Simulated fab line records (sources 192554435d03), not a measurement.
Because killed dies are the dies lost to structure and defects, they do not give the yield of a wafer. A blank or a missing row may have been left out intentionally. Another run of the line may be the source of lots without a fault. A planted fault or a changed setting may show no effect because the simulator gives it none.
What tool caused it?	flow n5Finfet	24 lots, 72 wafers sampled, at 6 steps of a route of 1938

WHAT THE GAUGES SHOWED, per wafer
N5_STI_FIN_REVEAL_THK_MEAS_05. Usual: thkNm 132.2 nm, standard deviation 0.84.
lot	measured	on	thkNm (nm)	flag
L074	day 2 10:23	filmMetro-01	129.9 131.6 130.2	
L075	day 2 18:10	filmMetro-02	131.3 132.6 132.3	
L076	day 2 23:46	filmMetro-01	131.6 129.9 132.6	
L077	day 3 04:28	filmMetro-02	132.8 132.2 132.7	
L078	day 3 09:49	filmMetro-01	131.6 131.9 131.4	
L079	day 3 15:32	filmMetro-02	131.6 132.2 132.5	
L080	day 3 20:43	filmMetro-02	131.4 131.3 131.3	
L081	day 4 05:20	filmMetro-02	132.8 132.3 132.3	
L082	day 4 09:40	filmMetro-01	132.2 131.1 131.8	
L083	day 4 17:16	filmMetro-01	132.6 133.7 133.0	
L084	day 4 21:42	filmMetro-01	133.0 132.4 133.4	
L085	day 5 03:40	filmMetro-02	133.3 133.8 133.9	
L086	day 5 14:02	filmMetro-01	132.4 134.1 132.9	
L087	day 5 16:07	filmMetro-02	132.1 131.0 131.7	
L088	day 5 20:55	filmMetro-02	131.9 131.8 132.7	
L089	day 6 04:16	filmMetro-02	132.0 131.9 131.2	
L090	day 6 09:09	filmMetro-01	132.5 132.0 132.2	
L091	day 6 14:58	filmMetro-02	131.4 131.8 131.5	
L092	day 6 21:44	filmMetro-02	132.9 132.6 132.9	
L093	day 7 05:13	filmMetro-02	132.3 131.0 130.9	
L094	day 8 05:22	filmMetro-01	132.5 131.2 132.1	
L095	day 8 07:47	filmMetro-01	131.2 133.1 132.4	
L096	day 8 09:11	filmMetro-02	133.6 133.2 131.8	
L097	day 8 09:28	filmMetro-02	132.4 131.5 133.4	

N5_SD_EPI_N_CD_MEAS_09 targets a cd of 120 nm. Usual: cdNm 120.2 nm, standard deviation 0.52.
lot	measured	on	cdNm (nm)	flag
L074	day 3 01:21	cdSem-01	120.1 120.0 119.5	
L075	day 3 10:02	cdSem-01	120.5 120.6 120.2	
L076	day 3 14:49	cdSem-01	120.3 120.1 120.0	
L077	day 3 20:11	cdSem-03	120.7 120.8 121.1	
L078	day 3 23:48	cdSem-01	120.1 120.1 120.7	
L079	day 4 08:03	cdSem-03	119.7 119.6 119.9	
L080	day 4 13:07	cdSem-02	119.1 120.2 120.1	
L081	day 4 21:26	cdSem-02	118.8 119.3 120.0	
L082	day 5 03:46	cdSem-02	120.1 120.0 121.3	
L083	day 5 08:17	cdSem-03	120.3 120.7 119.7	
L084	day 5 12:26	cdSem-03	119.1 119.8 120.3	
L085	day 5 19:53	cdSem-01	120.2 119.9 120.7	
L086	day 6 05:46	cdSem-03	120.2 119.8 120.8	
L087	day 6 06:31	cdSem-01	119.3 119.8 120.2	
L088	day 6 13:29	cdSem-02	120.5 120.2 119.9	
L089	day 6 23:05	cdSem-03	119.5 119.7 119.3	
L090	day 6 23:38	cdSem-02	119.7 120.1 119.9	
L091	day 8 02:01	cdSem-02	120.1 120.2 120.8	
L092	day 8 04:06	cdSem-01	120.3 120.3 120.5	
L093	day 8 05:47	cdSem-01	119.7 120.4 120.1	
L094	day 9 22:40	cdSem-02	120.2 119.3 119.5	
L095	day 9 23:13	cdSem-02	120.3 120.7 120.4	
L096	day 9 23:29	cdSem-03	120.9 120.3 120.4	
L097	day 10 00:04	cdSem-03	120.6 121.0 120.4	

WHAT TOOL EACH LOT RAN ON (gives the tool, then ch and the chambers of the sampled wafers, and finally the start)
lot	N5_FIN_CUT_DESCUM_13	N5_DUMMY_GATE_ETCH_29	N5_DUMMY_GATE_STRIP_41	N5_SPACER0_ALD_08
L074	rieDiel-02 ch 1,2,3, day 2 04:00	rieDiel-02 ch 1,2,3, day 2 22:34	rieDiel-02 ch 2,3, day 2 22:59	aldSin-03 ch 2,3, day 3 00:47
L075	rieDiel-05 ch 2,3, day 2 11:14	rieDiel-02 ch 0,1,3, day 3 08:03	rieDiel-03 ch 0,1,3, day 3 08:27	aldSin-03 ch 0,1,3, day 3 09:35
L076	rieDiel-03 ch 0,2,3, day 2 15:59	rieDiel-03 ch 0,1,3, day 3 12:51	rieDiel-05 ch 0,1,3, day 3 13:16	aldSin-04 ch 0,2,3, day 3 14:23
L077	rieDiel-05 ch 0,1,2, day 2 20:47	rieDiel-02 ch 0,1,2, day 3 17:40	rieDiel-05 ch 0,2,3, day 3 18:04	aldSin-03 ch 0,1,3, day 3 19:45
L078	rieDiel-05 ch 1,2, day 3 03:24	rieDiel-02 ch 0,1,2, day 3 21:49	rieDiel-02 ch 0,3, day 3 22:14	aldSin-02 ch 0,2, day 3 23:22
L079	rieDiel-03 ch 0,1,3, day 3 09:00	rieDiel-03 ch 0,2,3, day 4 04:25	rieDiel-03 ch 0,1, day 4 05:02	aldSin-04 ch 0,3, day 4 07:29
L080	rieDiel-02 ch 0,3, day 3 14:13	rieDiel-05 ch 0,1, day 4 10:43	rieDiel-05 ch 0,3, day 4 11:07	aldSin-02 ch 2,3, day 4 12:34
L081	rieDiel-03 ch 0,2,3, day 3 21:58	rieDiel-02 ch 1,2,3, day 4 19:20	rieDiel-05 ch 0,2,3, day 4 19:45	aldSin-04 ch 2,3, day 4 20:53
L082	rieDiel-02 ch 1,2,3, day 4 03:19	rieDiel-02 ch 1,2, day 5 01:35	rieDiel-02 ch 1,2,3, day 5 01:59	aldSin-03 ch 0,1,2, day 5 03:12
L083	rieDiel-02 ch 0,1,3, day 4 10:50	rieDiel-02 ch 0,2,3, day 5 05:50	rieDiel-03 ch 0,1, day 5 06:29	aldSin-04 ch 0,2,3, day 5 07:44
L084	rieDiel-05 ch 0,1,2, day 4 14:38	rieDiel-05 ch 0,2, day 5 10:27	rieDiel-03 ch 0,1,3, day 5 10:51	aldSin-02 ch 0,1,2, day 5 12:01
L085	rieDiel-03 ch 1,2, day 4 21:17	rieDiel-02 ch 2,3, day 5 16:58	rieDiel-05 ch 1,2, day 5 17:22	aldSin-02 ch 0,2, day 5 19:19
L086	rieDiel-05 ch 0,1, day 5 07:29	rieDiel-02 ch 1,3, day 6 03:36	rieDiel-02 ch 0,1,3, day 6 04:00	aldSin-02 ch 1,3, day 6 05:08
L087	rieDiel-02 ch 1,2,3, day 5 09:43	rieDiel-05 ch 0,1,3, day 6 04:07	rieDiel-05 ch 0,1,3, day 6 04:31	aldSin-03 ch 0,1, day 6 05:58
L088	rieDiel-02 ch 0, day 5 14:19	rieDiel-02 ch 0,1, day 6 11:31	rieDiel-02 ch 2,3, day 6 11:55	aldSin-03 ch 0,1,3, day 6 13:04
L089	rieDiel-03 ch 2,3, day 5 20:49	rieDiel-03 ch 2,3, day 6 20:19	rieDiel-02 ch 0,1,3, day 6 20:45	aldSin-02 ch 2,3, day 6 22:40
L090	rieDiel-05 ch 0,1,3, day 6 02:48	rieDiel-03 ch 0,3, day 6 21:07	rieDiel-02 ch 1,3, day 6 21:31	aldSin-02 ch 0,2, day 6 23:12
L091	rieDiel-05 ch 1,3, day 6 08:37	rieDiel-03 ch 1,3, day 7 23:36	rieDiel-02 ch 0,1,2, day 8 00:15	aldSin-02 ch 1,3, day 8 01:35
L092	rieDiel-05 ch 0,1,3, day 6 15:25	rieDiel-02 ch 0,1, day 8 00:35	rieDiel-02 ch 0,1,3, day 8 01:05	aldSin-03 ch 1,2,3, day 8 03:40
L093	rieDiel-02 ch 0,2, day 6 22:48	rieDiel-02 ch 1,2, day 8 02:46	rieDiel-02 ch 1,2,3, day 8 03:34	aldSin-02 ch 1,2,3, day 8 05:13
L094	rieDiel-03 ch 0,2, day 7 22:58	rieDiel-02 ch 1,2,3, day 9 20:16	rieDiel-02 ch 1,2,3, day 9 20:58	aldSin-04 ch 2,3, day 9 22:06
L095	rieDiel-02 ch 1,2,3, day 8 01:16	rieDiel-05 ch 1,2,3, day 9 20:50	rieDiel-03 ch 0,1,3, day 9 21:19	aldSin-02 ch 0,1,2, day 9 22:40
L096	rieDiel-02 ch 0,1,3, day 8 01:50	rieDiel-05 ch 1,2,3, day 9 21:10	rieDiel-02 ch 0,1,3, day 9 21:47	aldSin-04 ch 0,1,2, day 9 23:04
L097	rieDiel-03 ch 0,2,3, day 8 02:13	rieDiel-05 ch 2,3, day 9 21:22	rieDiel-05 ch 0,2,3, day 9 22:08	aldSin-03 ch 1,2,3, day 9 23:34
- N5_FIN_CUT_DESCUM_13: chemistry O2, time 7 s.
- N5_DUMMY_GATE_ETCH_29: etches underlayer in N2/H2, target depth 13 nm.
- N5_DUMMY_GATE_STRIP_41: strips in O2.
- N5_SPACER0_ALD_08: deposits SiNx, target thk 2 nm.

AS READ BY THE TOOLS THEMSELVES (means over the sampled wafers that have a number; for cases with no such wafer, the mark the record gives instead)
N5_FIN_CUT_DESCUM_13. Usual: biasPowerW 20.00 W, standard deviation 0.063; drypumpMotorCurrentA 5.7 A, standard deviation 0.41; oesProductAu 0.78 a.u., standard deviation 0.087; rfVppV 243.3 V, standard deviation 1.3; showerheadPlenumPTorr 2.09 Torr, standard deviation 0.064; throttleValvePct 20.50 %, standard deviation 0.19.
lot	tool	biasPowerW (W)	drypumpMotorCurrentA (A)	oesProductAu (a.u.)	rfVppV (V)	showerheadPlenumPTorr (Torr)	throttleValvePct (%)	flag
L074	rieDiel-02	20.01	5.8	0.84	242.8	2.03	20.45	
L075	rieDiel-05	20.04	6.2	0.72	243.3	2.07	20.67	
L076	rieDiel-03	19.95	5.7	0.78	244.5	2.13	20.44	
L077	rieDiel-05	19.97	5.8	0.80	243.0	2.10	20.35	
L078	rieDiel-05	19.95	5.6	0.89	242.8	2.12	20.32	
L079	rieDiel-03	19.96	5.7	0.79	244.9	2.16	20.51	
L080	rieDiel-02	20.02	5.5	0.74	242.2	2.07	20.48	
L081	rieDiel-03	19.94	5.7	0.78	243.9	2.13	20.44	
L082	rieDiel-02	20.00	5.9	0.82	242.6	2.03	20.47	
L083	rieDiel-02	20.05	5.4	0.74	243.1	2.06	20.59	
L084	rieDiel-05	19.96	5.8	0.79	243.4	2.10	20.38	
L085	rieDiel-03	19.97	5.7	0.73	242.1	2.03	20.56	
L086	rieDiel-05	20.02	5.6	0.78	242.9	2.10	20.26	
L087	rieDiel-02	20.00	5.9	0.80	242.2	2.02	20.49	
L088	rieDiel-02	20.04	4.8	0.69	244.3	2.16	20.78	
L089	rieDiel-03	20.00	5.6	0.71	243.1	2.06	20.53	
L090	rieDiel-05	20.00	5.8	0.80	243.8	2.10	20.38	
L091	rieDiel-05	19.95	6.0	0.82	242.5	2.11	20.52	
L092	rieDiel-05	20.02	5.8	0.79	243.0	2.10	20.39	
L093	rieDiel-02	20.05	5.7	0.81	242.6	2.08	20.56	
L094	rieDiel-03	20.00	5.8	0.78	244.1	2.12	20.43	
L095	rieDiel-02	19.98	5.8	0.79	242.3	2.02	20.51	
L096	rieDiel-02	19.98	5.4	0.72	242.9	2.06	20.62	
L097	rieDiel-03	20.03	5.7	0.74	243.3	2.12	20.50	

N5_DUMMY_GATE_ETCH_29. Usual: biasW 149.9 W, standard deviation 0.43; drypumpMotorCurrentA 5.7 A, standard deviation 0.42; oesProductAu 0.78 a.u., standard deviation 0.087; rfVppV 523.2 V, standard deviation 2.4; showerheadPlenumPTorr 2.52 Torr, standard deviation 0.077; throttleValvePct 17.98 %, standard deviation 0.18.
lot	tool	biasW (W)	drypumpMotorCurrentA (A)	oesProductAu (a.u.)	rfVppV (V)	showerheadPlenumPTorr (Torr)	throttleValvePct (%)	flag
L074	rieDiel-02	150.3	5.9	0.83	522.0	2.46	17.93	
L075	rieDiel-02	150.0	5.4	0.76	523.0	2.51	18.05	
L076	rieDiel-03	150.2	5.7	0.78	526.4	2.63	18.06	
L077	rieDiel-02	149.8	5.5	0.80	523.3	2.52	18.04	
L078	rieDiel-02	150.0	5.5	0.80	523.2	2.52	18.04	
L079	rieDiel-03	150.2	5.7	0.77	525.5	2.59	17.96	
L080	rieDiel-05	150.1	5.6	0.78	524.3	2.55	17.69	
L081	rieDiel-02	149.9	5.8	0.81	520.9	2.46	17.95	
L082	rieDiel-02	149.7	5.9	0.85	521.6	2.47	17.93	
L083	rieDiel-02	149.9	5.6	0.78	522.9	2.51	17.98	
L084	rieDiel-05	150.0	6.1	0.68	522.7	2.51	18.02	
L085	rieDiel-02	149.8	6.0	0.84	523.0	2.47	17.87	
L086	rieDiel-02	150.2	5.8	0.75	521.1	2.44	17.99	
L087	rieDiel-05	149.7	5.9	0.80	524.6	2.55	17.85	
L088	rieDiel-02	150.2	5.1	0.71	524.3	2.55	18.19	
L089	rieDiel-03	150.2	5.6	0.71	522.2	2.50	17.97	
L090	rieDiel-03	149.5	5.6	0.76	527.3	2.66	17.99	
L091	rieDiel-03	150.5	5.6	0.71	524.4	2.57	18.23	
L092	rieDiel-02	149.7	5.1	0.70	524.0	2.55	18.20	
L093	rieDiel-02	149.9	5.8	0.79	521.9	2.45	18.05	
L094	rieDiel-02	149.8	5.9	0.78	521.2	2.44	18.00	
L095	rieDiel-05	149.9	6.0	0.88	524.2	2.54	17.86	
L096	rieDiel-05	150.0	6.0	0.87	524.2	2.54	17.86	
L097	rieDiel-05	149.7	6.3	0.90	523.7	2.51	17.88	

N5_DUMMY_GATE_STRIP_41. Usual: drypumpMotorCurrentA 5.7 A, standard deviation 0.42; oesProductAu 0.78 a.u., standard deviation 0.088; rfVppV 3.7 V, standard deviation 0.49; showerheadPlenumPTorr 2.08 Torr, standard deviation 0.062; throttleValvePct 16.74 %, standard deviation 0.2.
lot	tool	drypumpMotorCurrentA (A)	oesProductAu (a.u.)	rfVppV (V)	showerheadPlenumPTorr (Torr)	throttleValvePct (%)	flag
L074	rieDiel-02	6.0	0.83	3.5	2.03	16.59	
L075	rieDiel-03	5.7	0.79	3.6	2.17	16.75	
L076	rieDiel-05	5.8	0.82	3.4	2.11	16.58	
L077	rieDiel-05	6.1	0.72	3.8	2.08	16.80	
L078	rieDiel-02	5.2	0.72	3.7	2.12	16.86	
L079	rieDiel-03	5.8	0.83	3.9	2.16	16.70	
L080	rieDiel-05	6.2	0.76	4.2	2.09	16.78	
L081	rieDiel-05	6.1	0.72	3.5	2.08	16.82	
L082	rieDiel-02	5.9	0.81	3.8	2.03	16.71	
L083	rieDiel-03	5.9	0.81	3.9	2.16	16.70	
L084	rieDiel-03	5.7	0.77	3.4	2.16	16.77	
L085	rieDiel-05	5.9	0.75	3.7	2.09	16.80	
L086	rieDiel-02	5.4	0.72	3.5	2.06	16.85	
L087	rieDiel-05	5.9	0.80	4.1	2.11	16.61	
L088	rieDiel-02	5.9	0.79	4.3	2.02	16.64	
L089	rieDiel-02	5.4	0.73	3.1	2.06	16.86	
L090	rieDiel-02	5.7	0.75	3.5	2.02	16.82	
L091	rieDiel-02	5.5	0.76	4.2	2.07	16.88	
L092	rieDiel-02	5.4	0.72	3.6	2.06	16.87	
L093	rieDiel-02	5.9	0.78	3.5	2.02	16.75	
L094	rieDiel-02	5.8	0.78	3.9	2.02	16.76	
L095	rieDiel-03	5.7	0.74	3.5	2.15	16.82	
L096	rieDiel-02	5.4	0.83	3.4	2.06	16.72	
L097	rieDiel-05	6.1	0.81	4.1	2.07	16.70	

N5_SPACER0_ALD_08. Usual: heaterPowerW 840 W, standard deviation 96.
lot	tool	heaterPowerW (W)	flag
L074	aldSin-03	929	
L075	aldSin-03	785	
L076	aldSin-04	879	
L077	aldSin-03	773	
L078	aldSin-02	775	
L079	aldSin-04	887	
L080	aldSin-02	810	
L081	aldSin-04	955	
L082	aldSin-03	901	
L083	aldSin-04	893	
L084	aldSin-02	800	
L085	aldSin-02	772	
L086	aldSin-02	844	
L087	aldSin-03	818	
L088	aldSin-03	787	
L089	aldSin-02	802	
L090	aldSin-02	789	
L091	aldSin-02	841	
L092	aldSin-03	877	
L093	aldSin-02	815	
L094	aldSin-04	978	
L095	aldSin-02	777	
L096	aldSin-04	865	
L097	aldSin-03	873	

THE ANSWER, worked out from the rows above alone
Rule: lot off if the mean of its wafers having a number is beyond 3 standard deviations from the usual mean. Also off: a lot with no number at a reading for which 4 or more lots have one. Any other lot the step has rows for is counted as sound. Order of review: gauges by route order, followed by the tools' own readings, for which a lot's mean as printed above is used. The first step at which some lot is off is used, and at that step the reading that is off furthest; a lot without a number counts as furthest.
Nothing can be told from this: no lot is off at any reading shown.

WHAT THE SIMULATOR HAD PUT IN
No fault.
